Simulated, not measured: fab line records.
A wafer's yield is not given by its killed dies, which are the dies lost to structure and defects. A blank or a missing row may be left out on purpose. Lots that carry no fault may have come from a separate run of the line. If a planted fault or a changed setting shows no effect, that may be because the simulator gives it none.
2 desks looking at one fault :: flow nand harc :: every desk sees just its own numbers, and what lay behind them comes last

THE METROLOGY DESK
What the gauges read, lot by lot, whatever tool the lot ran on: means of the sampled wafers that have a number. Marked OUT: a lot whose mean sits more than 4 standard deviations from the usual mean, which makes it out of limits; the brackets give that distance.
Columns: A = cd nm at NHARC_THIN_TSV_CD_MEAS_16, usual 999.5 nm
lot: L847
first seen here: day 24 07:40
A: 1000.2

lot: L850
first seen here: day 25 02:05
A: 998.8

lot: L851
first seen here: day 25 03:23
A: 999.1

lot: L854
first seen here: day 26 08:26
A: 998.7

lot: L855
first seen here: day 27 12:49
A: 997.7

lot: L856
first seen here: day 27 13:50
A: 1001.4

lot: L862
first seen here: day 29 10:26
A: 999.1

lot: L864
first seen here: day 31 10:11
A: 1000.0

lot: L867
first seen here: day 31 12:11
A: 1001.3

lot: L865
first seen here: day 32 03:35
A: 1000.6

lot: L868
first seen here: day 32 14:03
A: 998.3

lot: L869
first seen here: day 32 19:35
A: 997.8

lot: L870
first seen here: day 32 20:46
A: 995.0
Finding of this desk: none of the 13 lots has anything out of limits.

THE TOOL OWNER'S DESK: rie diel-06
The tool's own readings at NHARC_P_M1_ETCH_15 (etches the open film in C4F8/Ar, target depth 182.5 nm, time 91.2 s): means of the sampled wafers that have a number, for each lot that ran on this tool. Marked OUT: a lot whose mean sits more than 4 standard deviations from the usual mean, which makes it out of limits; the brackets give that distance.
Columns: A = oes product au at NHARC_P_M1_ETCH_15, usual 0.954 a.u.; B = rf vpp V at NHARC_P_M1_ETCH_15, usual 441.1 V
lot: L851
first seen here: day 7 21:00
A: 0.918
B: 444.4

lot: L855
first seen here: day 9 11:22
A: 0.973
B: 442.7

lot: L856
first seen here: day 10 04:08
A: 0.963
B: 443.6

lot: L869
first seen here: day 15 11:04
A: 0.941
B: 439.1
Finding of this desk: none of the 4 lots has anything out of limits.

ALL TOGETHER
Nothing out of limits was seen by the metrology desk.
Nothing out of limits was seen by the tool owner's desk.

WHAT HAD BEEN PUT IN BY THE SIMULATOR
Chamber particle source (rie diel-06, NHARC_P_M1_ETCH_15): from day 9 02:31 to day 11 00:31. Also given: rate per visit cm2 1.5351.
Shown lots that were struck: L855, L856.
